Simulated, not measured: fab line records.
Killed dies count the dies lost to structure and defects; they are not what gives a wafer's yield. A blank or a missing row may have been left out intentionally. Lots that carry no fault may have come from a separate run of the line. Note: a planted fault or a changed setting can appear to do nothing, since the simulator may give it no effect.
The tool behind it: which one?    flow n5-finfet    Sampling: 23 lots, 69 wafers, 3 of 1938 route steps

== WHAT EACH GAUGE READ, for each wafer ==
N5_BEOL_M14_THK_MEAS_50: measures by xrf.
lot   measured      on             M14_THK (nm)
L074  day 11 07:04  film-metro-01  541 552 539
L075  day 12 08:45  film-metro-01  549 539 542
L076  day 12 08:59  film-metro-01  554 542 550
L079  day 12 11:26  film-metro-02  541 541 541
L077  day 12 16:12  film-metro-02  538 552 544
L078  day 12 20:11  film-metro-01  562 567 546
L080  day 13 01:01  film-metro-02  539 529 550
L081  day 13 11:56  film-metro-02  541 557 542
L083  day 14 00:19  film-metro-01  527 550 531
L084  day 14 10:49  film-metro-02  549 536 539
L086  day 14 14:38  film-metro-02  534 538 560
L085  day 14 22:53  film-metro-01  537 554 535
L088  day 14 23:01  film-metro-02  565 562 567
L087  day 15 02:54  film-metro-01  535 531 556
L090  day 15 15:58  film-metro-02  542 564 565
L089  day 15 23:48  film-metro-02  551 548 548
L092  day 16 02:16  film-metro-02  535 542 531
L091  day 16 04:46  film-metro-01  555 538 537
L093  day 16 10:32  film-metro-01  537 545 529
L094  day 16 20:08  film-metro-02  552 546 552
L096  day 17 10:32  film-metro-01  556 546 564
L095  day 17 11:44  film-metro-01  563 550 564
L097  day 17 14:37  film-metro-01  546 562 567

== WHAT TOOL EACH LOT RAN ON (gives the tool, then ch and the chambers of the sampled wafers, and finally the start) ==
lot   N5_BEOL_M14_ETCH_68                 N5_BEOL_M14_SPUTTER_43
L074  rie-diel-05 ch 2,3, day 11 00:18    pvd-sputter-02, day 11 05:23
L075  rie-diel-02 ch 0,3, day 12 05:03    pvd-sputter-02, day 12 06:29
L076  rie-diel-05 ch 0,2, day 12 05:31    pvd-sputter-01, day 12 06:44
L079  rie-diel-06 ch 0,2, day 12 07:34    pvd-sputter-01, day 12 10:23
L077  rie-diel-05 ch 1,2,3, day 12 11:11  pvd-sputter-03, day 12 15:08
L078  rie-diel-06 ch 0,1,3, day 12 17:22  pvd-sputter-02, day 12 19:08
L080  rie-diel-05 ch 0,2,3, day 12 19:10  pvd-sputter-01, day 12 23:44
L081  rie-diel-06 ch 0,2,3, day 13 08:44  pvd-sputter-03, day 13 10:52
L083  rie-diel-06 ch 0,1,2, day 13 21:08  pvd-sputter-02, day 13 23:15
L084  rie-diel-02 ch 2,3, day 14 06:30    pvd-sputter-01, day 14 08:56
L086  rie-diel-06 ch 0,1,2, day 14 07:31  pvd-sputter-01, day 14 13:25
L085  rie-diel-05 ch 0,1, day 14 17:04    pvd-sputter-01, day 14 20:49
L088  rie-diel-06 ch 1,3, day 14 19:35    pvd-sputter-01, day 14 21:14
L087  rie-diel-05 ch 0,1,2, day 14 22:20  pvd-sputter-02, day 15 01:51
L090  rie-diel-05 ch 1,3, day 15 11:58    pvd-sputter-01, day 15 14:49
L089  rie-diel-02 ch 0,3, day 15 15:19    pvd-sputter-03, day 15 21:58
L092  rie-diel-02 ch 1,3, day 15 21:58    pvd-sputter-02, day 16 00:56
L091  rie-diel-05 ch 0,1, day 15 22:29    pvd-sputter-02, day 16 03:41
L093  rie-diel-02 ch 1,3, day 16 08:20    pvd-sputter-01, day 16 09:21
L094  rie-diel-02 ch 0,1,2, day 16 11:25  pvd-sputter-01, day 16 19:04
L096  rie-diel-05 ch 2,3, day 17 05:47    pvd-sputter-03, day 17 09:28
L095  rie-diel-06 ch 0,1,3, day 17 06:01  pvd-sputter-02, day 17 09:53
L097  rie-diel-06 ch 0,2,3, day 17 11:58  pvd-sputter-02, day 17 13:32
- N5_BEOL_M14_ETCH_68: etches SOC in N2/H2, time 450 s.
- N5_BEOL_M14_SPUTTER_43: material TaN, target thk 15 nm, time 24.19 s.

== WHAT THE TOOLS THEMSELVES READ (means of the sampled wafers that have a number; where no wafer has one, the mark that the record gives instead) ==
N5_BEOL_M14_ETCH_68.
lot   tool         drypump-motor-current-A (A)  oes-product-au (a.u.)  rf-vpp-V (V)  showerhead-plenum-p-Torr (Torr)  throttle-valve-pct (%)
L074  rie-diel-05  5.1                          0.75                   527.5         2.66                             17.80
L075  rie-diel-02  6.2                          0.79                   522.1         2.51                             17.54
L076  rie-diel-05  5.8                          0.87                   523.5         2.55                             17.50
L079  rie-diel-06  5.6                          0.88                   521.5         2.47                             17.95
L077  rie-diel-05  5.2                          0.77                   526.2         2.63                             17.88
L078  rie-diel-06  5.8                          0.89                   527.2         2.63                             17.88
L080  rie-diel-05  5.4                          0.79                   525.7         2.60                             17.67
L081  rie-diel-06  5.5                          0.81                   523.8         2.53                             17.91
L083  rie-diel-06  5.6                          0.82                   523.6         2.53                             18.06
L084  rie-diel-02  5.9                          0.76                   523.9         2.57                             17.73
L086  rie-diel-06  5.6                          0.81                   523.3         2.53                             18.08
L085  rie-diel-05  5.4                          0.79                   522.9         2.53                             17.92
L088  rie-diel-06  5.8                          0.85                   526.6         2.69                             18.00
L087  rie-diel-05  5.5                          0.81                   524.6         2.57                             17.75
L090  rie-diel-05  5.0                          0.92                   525.8         2.60                             17.78
L089  rie-diel-02  6.0                          0.81                   522.7         2.49                             17.55
L092  rie-diel-02  6.1                          0.82                   523.6         2.54                             17.57
L091  rie-diel-05  5.4                          0.78                   522.5         2.52                             17.95
L093  rie-diel-02  6.1                          0.83                   524.1         2.54                             17.57
L094  rie-diel-02  6.3                          0.81                   524.1         2.59                             17.58
L096  rie-diel-05  5.0                          0.89                   524.9         2.63                             17.63
L095  rie-diel-06  5.8                          0.82                   526.1         2.61                             17.96
L097  rie-diel-06  5.6                          0.86                   526.3         2.62                             17.82

N5_BEOL_M14_SPUTTER_43.
lot   tool            throttle-valve-pct (%)
L074  pvd-sputter-02  28.8
L075  pvd-sputter-02  29.0
L076  pvd-sputter-01  30.4
L079  pvd-sputter-01  30.8
L077  pvd-sputter-03  29.9
L078  pvd-sputter-02  29.2
L080  pvd-sputter-01  30.6
L081  pvd-sputter-03  30.6
L083  pvd-sputter-02  29.0
L084  pvd-sputter-01  30.0
L086  pvd-sputter-01  30.7
L085  pvd-sputter-01  30.7
L088  pvd-sputter-01  29.6
L087  pvd-sputter-02  28.8
L090  pvd-sputter-01  30.1
L089  pvd-sputter-03  30.4
L092  pvd-sputter-02  29.1
L091  pvd-sputter-02  29.0
L093  pvd-sputter-01  30.2
L094  pvd-sputter-01  30.2
L096  pvd-sputter-03  30.2
L095  pvd-sputter-02  28.8
L097  pvd-sputter-02  28.8

== THE ANSWER, worked out from the rows above alone ==
Rule: the lots themselves supply what counts as usual. Put in order of their means at a reading, lots are off if they are a third of the lots or fewer, leave a main group of 4 or more, and stand apart from it by a gap of 3 or more times the standard deviation of the main group's means; of several such gaps the widest counts. A main group whose means are all the same, to the digits that the tables above print for the reading, isn't used. A lot without any number at a reading at which 4 lots or more have one is off too. The other lots that the step has rows for count as sound. Order of review: gauges by route order, followed by the tools' own readings, for which a lot's mean as printed above is used. At the first step where some lot is off, the reading lying furthest off is the one used; lots without a number count as furthest.
No lot is off on any of the readings shown, so nothing can be concluded from this.

== WHAT THE SIMULATOR HAD PUT IN ==
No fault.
